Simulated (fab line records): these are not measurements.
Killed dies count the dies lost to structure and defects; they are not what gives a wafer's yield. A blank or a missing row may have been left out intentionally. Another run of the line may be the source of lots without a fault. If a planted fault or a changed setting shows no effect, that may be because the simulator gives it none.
fab line records ; flow n5-finfet
record lots=4; wafers=12; last-day=18
route steps=1938 shown PASSIVATION@1904
lots untouched by any fault: they come from a run of this same line in which no faults occurred
start-h: hours from the record's opening day to when the first of the lot's shown wafers began ; wait-h: how many hours have passed since the lot's step before this one ; " identical to the entry in the row above ; L1.1+2: a single row standing in for several wafers ; - no value, or no start was given ; * or withheld: withheld ; < > ~ a bound
route shown NAME@n: a module of which the file shows steps, and the number in the route of the first ; usual: mean and standard deviation over wafers with no fault ; same: alike in all rows ; chamber/n: place in a boat ; sites: per-site readings ; _std_site: standard deviation of those values ; _edge_site: inner sites' mean taken away from outer sites' mean ; radius-mm: for every site, how far away it sits from the centre of the wafer ; mask NAME#n: copy n ; behind: the most recent tool/chamber to have shaped the wafer ; hold: reason for holding the lot/hours on hold/outcome of the hold ; device: which transistor (n, p or np) failed to switch ; end of line: the same wafers' tests at the end of the route ; a step given without rows: its recipe and nothing more ; killed: the dies lost at the first sort to structure and to defects; this is not the yield of the wafer ; map: a wafer's dies, x killed, . not, _ none there
set.NAME: the setting as run; set.NAME@STEP: as run at that earlier step ; model.NAME: the simulator's own value behind a step, which no gauge read
lots at selected steps of the route; one table per step, one row per wafer
services: when a tool's chamber went out of use (start-h, in hours from the record's first day, below 0 if earlier), for how many hours, and the reason
## steps
# step N5_PASSIVATION_HARDBAKE_31
# recipe temp-c=130; time-s=120
# step N5_PASSIVATION_DESCUM_32
# recipe chemistry=O2; time-s=7.9; source-power-w=50; bias-power-w=20; pressure-mtorr=20; rf-frequency-hz=2.712e+07; temp-c=40; o2-flow-sccm=225
# step N5_PASSIVATION_AL_ETCH_33
# recipe chemistry=Cl2/BCl3; target-depth-a=28000; over-etch-frac=0.15; Cl2_flow_sccm=180; bcl3-flow-sccm=60; target=Al; stop-on=TaN; time-s=466.7; ion-energy-ev=100; pressure-mtorr=10; icp-w=900; bias-w=100
# step N5_PASSIVATION_ETCH_59
# recipe chemistry=Cl2/BCl3; target=TaN; target-depth-a=650; time-s=34.9; ion-energy-ev=100; pressure-mtorr=10; icp-w=900; bias-w=100; Cl2_flow_sccm=60; bcl3-flow-sccm=30
# step N5_PASSIVATION_STRIP_34
# recipe chemistry=O2; power-w=600; temp-c=60; pressure-mtorr=30; rf-frequency-hz=6e+07; bias-power-w=0; overash-fraction=2; o2-flow-sccm=225
# step N5_PASSIVATION_STRIP_51
# recipe chemistry=post-etch-residue-remover; time-s=1200; temp-c=72.5
# step N5_PASSIVATION_CLEAN_69
# recipe chemistry=IPA; time-s=180; temp-c=25
# step N5_PASSIVATION_SRD_70
# recipe dry=ipa-marangoni; time-s=30; temp-c=23; rinse-liquid=diw
# step N5_PASSIVATION_PECVD_53
# recipe material=SiO2; target-thk-a=8000; temp-c=400; precursor=TEOS/O2; pressure-torr=6.5; rf-w=withheld; teos-flow-sccm=withheld; gas=O2; flow-sccm=2650; time-s=169.4
# step N5_PASSIVATION_PECVD_35
# recipe material=SiNx; target-thk-a=7000; temp-c=400; precursor=SiH4/NH3/N2; pressure-torr=4.9; rf-w=1406; time-s=151.3
# usual heater-power-w=343/68; rf-fwd-power-W=1400/4.6; showerhead-plenum-p-Torr=8.66/0.054; throttle-valve-pct=29.3/1.4
lot.wafer;tool;chamber;start-h;wait-h;heater-power-w;rf-fwd-power-W;showerhead-plenum-p-Torr;throttle-valve-pct
L989.2;pecvd-02;2;339.54;0.1;294;1389;8.64;29.4
L989.3;pecvd-02;1;339.54;0.1;334;1399;8.65;28.3
L989.6;pecvd-02;1;339.54;0.1;223;1404;8.68;28.3
L998.2;pecvd-02;0;406.26;0.1;384;1399;8.76;28.6
L998.3;pecvd-02;1;406.26;0.1;302;1402;8.65;28.6
L998.4;pecvd-02;0;406.26;0.1;429;1403;8.75;28.7
L101.1;pecvd-02;1;409.55;0.1;224;1401;8.66;28.4
L101.5;pecvd-02;1;409.55;0.1;291;1401;8.67;28.2
L101.6;pecvd-02;0;409.55;0.1;474;1399;8.74;28.6
L103.2;pecvd-03;0;438.93;0.1;322;1408;8.67;31.1
L103.4;pecvd-03;0;438.93;0.1;354;1395;8.67;30.9
L103.5;pecvd-03;0;438.93;0.1;378;1401;8.64;30.8
# step N5_PASSIVATION_HMDS_37
# recipe time-s=60; temp-c=120
# step N5_PASSIVATION_COAT_38
# recipe spin-rpm=3000; resist-thk-nm=withheld
# step N5_PASSIVATION_EBR_40
# recipe solvent=PGMEA; ebr-width-mm=1.5
# step N5_PASSIVATION_SOFTBAKE_39
# recipe temp-c=110; time-s=120
# step N5_PASSIVATION_EXPOSE_41
# recipe mask-id=PASS_OPEN; na=0.55; defocus-nm=0; source-shape=conventional; sigma-outer=0.8; polarization=unpolarized; target-cd-nm=40000; dose-mj=57.25
# step N5_PASSIVATION_PEB_42
# recipe peb-temp-c=withheld; peb-time-s=*
# step N5_PASSIVATION_DEVELOP_43
# recipe develop-time-s=60; rinse-liquid=diw; dry=air-spin; dev-temp-c=21
# step N5_PASSIVATION_HARDBAKE_45
# recipe temp-c=130; time-s=120
# step N5_PASSIVATION_INSPECT_67
# recipe mode=adi; inspect-instrument=macro
# usual raw-defect-count=1.8/1.4
lot.wafer;tool;chamber;start-h;wait-h;raw-defect-count
L989.2;defect-inspect-01;-;340.03;0.0;1
L989.3;defect-inspect-01;-;340.03;0.0;0
L989.6;defect-inspect-01;-;340.03;0.0;3
L998.2;defect-inspect-01;-;406.75;0.0;>300
L998.3;defect-inspect-01;-;406.75;0.0;>300
L998.4;defect-inspect-01;-;406.75;0.0;>300
L101.1;defect-inspect-01;-;410.03;0.0;>300
L101.5;defect-inspect-01;-;410.03;0.0;>300
L101.6;defect-inspect-01;-;410.03;0.0;>300
L103.2;defect-inspect-01;-;439.48;0.0;3
L103.4;defect-inspect-01;-;439.48;0.0;0
L103.5;defect-inspect-01;-;439.48;0.0;2
# step N5_PASSIVATION_DESCUM_46
# recipe chemistry=O2; time-s=7.9; source-power-w=50; bias-power-w=20; pressure-mtorr=20; rf-frequency-hz=2.712e+07; temp-c=40; o2-flow-sccm=225
# step N5_PASSIVATION_PROBE_49
# usual defect-limited-yield=91.1/1.5; killed_at_M0_to_M3=36/11; killed_at_M4_up=14/5.6; killed-at-contacts=11/5.6; killed-at-front-end=40/12; killed-at-other=4/3.2; killed-dies=105/17; killed-open=69/12; killed-short=34/8.4; sort_bin_5_function=5.2/0.95; sort_bin_6_memory=3.3/0.63; sort-n-pass=1075/17; sort-yield-pct=91.1/1.5
# same gross-dies=1180; killed-at-back-side=0; sort_bin_4_leakage[%]=0; sort_bin_8_speed[%]=0
lot.wafer;tool;chamber;start-h;wait-h;defect-limited-yield[%];killed_at_M0_to_M3;killed_at_M4_up;killed-at-contacts;killed-at-front-end;killed-at-other;killed-dies;killed-open;killed-short;sort_bin_5_function[%];sort_bin_6_memory[%];sort-n-pass;sort-yield-pct[%]
L989.2;prober-01;-;343.26;0.1;90.2;31;13;16;49;7;116;76;37;5.4;3.9;1064;90.2
L989.3;prober-01;-;343.31;0.1;91.2;33;13;12;42;4;104;69;32;5.1;3.4;1076;91.2
L989.6;prober-01;-;343.46;0.3;91.7;25;11;17;35;10;98;73;23;5.1;3.1;1082;91.7
L998.2;prober-02;-;409.90;0.1;78.8;37;17;6;48;142;250;87;24;13.1;3.8;930;78.8
L998.3;prober-02;-;409.95;0.1;79.1;30;19;11;41;146;247;70;34;13.9;4.3;933;79.1
L998.4;prober-02;-;410.00;0.2;81.0;22;17;14;37;134;224;69;25;11.4;4.2;956;81.0
L101.1;prober-02;-;413.11;0.0;79.3;46;5;19;33;141;244;66;45;12.9;4.0;936;79.3
L101.5;prober-02;-;413.31;0.2;80.6;25;12;10;41;141;229;58;26;10.9;4.3;951;80.6
L101.6;prober-02;-;413.36;0.3;80.3;36;12;10;37;138;233;63;33;12.4;3.7;947;80.3
# killed by level:class
L989.2 FIN_SAQP:geometric-particle:open=13 MOL_CONTACT_COAG:geometric-particle:open=11 STI_FIN_REVEAL:geometric-particle:open=10 GATE_CUT:geometric-particle:short=8 BEOL_M2:geometric-particle:open=8 BEOL_M0_SAQP:geometric-particle:open=6 BEOL_M5:geometric-particle:open=6 MOL_CONTACT_COAG:geometric-particle:short=5
L989.3 FIN_SAQP:geometric-particle:open=20 BEOL_M0_SAQP:geometric-particle:short=10 MOL_CONTACT_COAG:geometric-particle:open=9 BEOL_M2:geometric-particle:open=9 FIN_SAQP:geometric-particle:short=7 GATE_CUT:geometric-particle:short=4 GATE_CUT:geometric-particle:open=4 BEOL_M0_SAQP:geometric-particle:open=4
L989.6 MOL_CONTACT_COAG:geometric-particle:open=15 FIN_SAQP:geometric-particle:open=8 STI_FIN_REVEAL:geometric-particle:open=7 BEOL_M2:geometric-particle:open=7 BEOL_M5:geometric-particle:open=7 FIN_SAQP:geometric-particle:short=6 BEOL_M0_SAQP:geometric-particle:open=5 BEOL_M3:geometric-particle:open=5
L998.2 PASSIVATION:unspecified=139 STI_FIN_REVEAL:geometric-particle:open=23 BEOL_M3:geometric-particle:open=16 FIN_SAQP:geometric-particle:short=6 FIN_SAQP:geometric-particle:open=6 BEOL_M4:geometric-particle:open=6 MOL_CONTACT_COAG:geometric-particle:open=6 BEOL_M2:geometric-particle:open=5
L998.3 PASSIVATION:unspecified=143 BEOL_M2:geometric-particle:open=11 MOL_CONTACT_COAG:geometric-particle:open=8 DUMMY_GATE:geometric-particle:open=7 BEOL_M4:geometric-particle:open=7 FIN_SAQP:geometric-particle:short=6 GATE_CUT:geometric-particle:open=6 GATE_CUT:geometric-particle:short=6
L998.4 PASSIVATION:unspecified=130 STI_FIN_REVEAL:geometric-particle:open=13 MOL_CONTACT_COAG:geometric-particle:open=13 BEOL_M4:geometric-particle:open=9 GATE_CUT:geometric-particle:open=8 BEOL_M2:geometric-particle:open=7 BEOL_M0_SAQP:geometric-particle:open=5 GATE_CUT:geometric-particle:short=4
L101.1 PASSIVATION:unspecified=133 MOL_CONTACT_COAG:geometric-particle:open=12 BEOL_M0_SAQP:geometric-particle:short=11 BEOL_M2:geometric-particle:open=9 FIN_SAQP:geometric-particle:open=8 MOL_CONTACT_COAG:geometric-particle:short=7 BEOL_M1:geometric-particle:open=6 BEOL_M3:geometric-particle:short=6
L101.5 PASSIVATION:unspecified=141 FIN_SAQP:geometric-particle:open=12 MOL_CONTACT_COAG:geometric-particle:open=10 BEOL_M0_SAQP:geometric-particle:open=7 FIN_SAQP:geometric-particle:short=6 BEOL_M2:geometric-particle:open=6 BEOL_M0_SAQP:geometric-particle:short=5 BEOL_M1:geometric-particle:open=5
L101.6 PASSIVATION:unspecified=137 BEOL_M1:geometric-particle:open=13 FIN_SAQP:geometric-particle:open=10 BEOL_M2:geometric-particle:open=7 DUMMY_GATE:geometric-particle:open=6 MOL_CONTACT_COAG:geometric-particle:open=6 STI_FIN_REVEAL:geometric-particle:open=5 FIN_SAQP:geometric-particle:short=4
# map L998.2 (x killed, . not)
_________________...x.....x..________________
______________....x............._____________
___________..............x.........__________
__________.............x..........x._________
________...........xx..x.....x..x....._______
_______...........x...x....x......x....______
______..x.......................x......._____
_____...........x..........x....x....x...____
____..x.....x...............xx....xx...x..___
___.......x.xx.............x..x..x........x__
___.........x..............x.........x...xx__
__.............x...............x............_
__.....................x....x..............x_
_.................x..........................
_.........x.....x..x.............x...........
_.......x.xx........................x........
_.........x..x.............x.x..x.x..........
_.............xx...........x................x
_...x.x....x..x...x....x..xxx.xxx...xx.......
_.x..x...............x..x.x.x.xxxxxx..xx.....
_.........x............xxxxxxxxxxxxx..x......
__.....................x.xxxxxxxxxxxxxx....._
__.......x..........x...xxxxxxxxxxxxxxx.x..x_
___....................x.xxxxxxxxxxxx.xx...__
___..............x....xx.xxxxxxxxxxxxxx.x..__
____....x....x.........x.xxxxxxxxxxxx.x..x___
_____..x..x.x......x....xxxxxxxxxxxxx....____
______...x..............x.xxxxxxxxxxxx.x_____
_______.......x.......xx.xxxx.xxxxxxx..______
________................x.xxxxxxx....._______
__________......x...x..........x...._________
___________........................__________
______________..........x......._____________
_________________....x.......________________
# map L101.1 (x killed, . not)
_________________x...........________________
______________.................._____________
___________.....x........x.x.......__________
__________...............x.xx....xx._________
________...........xxx.xxxxxxx.xx...x._______
_______...........x.xxxxxxxxxxxx.xx....______
______....x.........xxxxxxxxxxxxx.....x._____
_____...........x..xxxxxxxxxxxxxxx.......____
____.......x.....xxxxxxxxxxxxxxxxx..x.....___
___...........xx..xxxxxxxxxxxxxxx.x..x.....__
___........xx...x...xxxxxxxxxxxxxx.........__
__..................xxxxxxxxxxxx............_
__..................x.xxxxxxxxxxx...x.....xx_
_...................xx.xx.xxxxxxx.x..........
_......................x.xx.xxx.....xx.......
_....x....x..........x..x....x...............
_.....x.x....................x...............
_..........................x..x............x.
_.....................x......................
_x......................x........x...........
_....x..x.............x..x...........x.......
__..x..x.x...x..x..x.x..x..x........x......._
__x..x...x.x....x.x..x.......x.............x_
___.....x..........x.......................__
___....x.....................x.............__
____.........xx........x.............x..x.___
_____........x......x...x........x.......____
______..............x..x..........x....._____
_______x.....x..x..............x.......______
________x.........xx.......x.........._______
__________x...x....................._________
___________....x.......x.......xx..__________
______________........x.x..x.x.._____________
_________________.x..........________________
## services
tool;chamber;start-h;hours;kind
pecvd-03;2;318.15;4.3;repair
pecvd-03;-;363.53;2.8;pm
pecvd-03;0;370.12;2.1;scheduled-down
pecvd-03;2;425.87;28.7;repair
## key
first-sign step=N5_PASSIVATION_INSPECT_67; reading=raw-defect-count; direction=up; sigmas=99+; usual=1.8; struck=>300
effect step=N5_PASSIVATION_PROBE_49; reading=killed-at-other; direction=up; sigmas=43; usual=4; struck=140
more-kills-born-at N5_PASSIVATION_PECVD_35@pecvd-02=823
met-at N5_PASSIVATION_PECVD_35
struck-wafers L998.2,L998.3,L998.4,L101.1,L101.5,L101.6
onset-between 339.54 406.26
fault kind=chamber-particle-source; tool=pecvd-02; chamber=-; onset-h=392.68; steps=N5_PASSIVATION_PECVD_35; rate-per-visit-cm2=1.3092; end-h=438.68
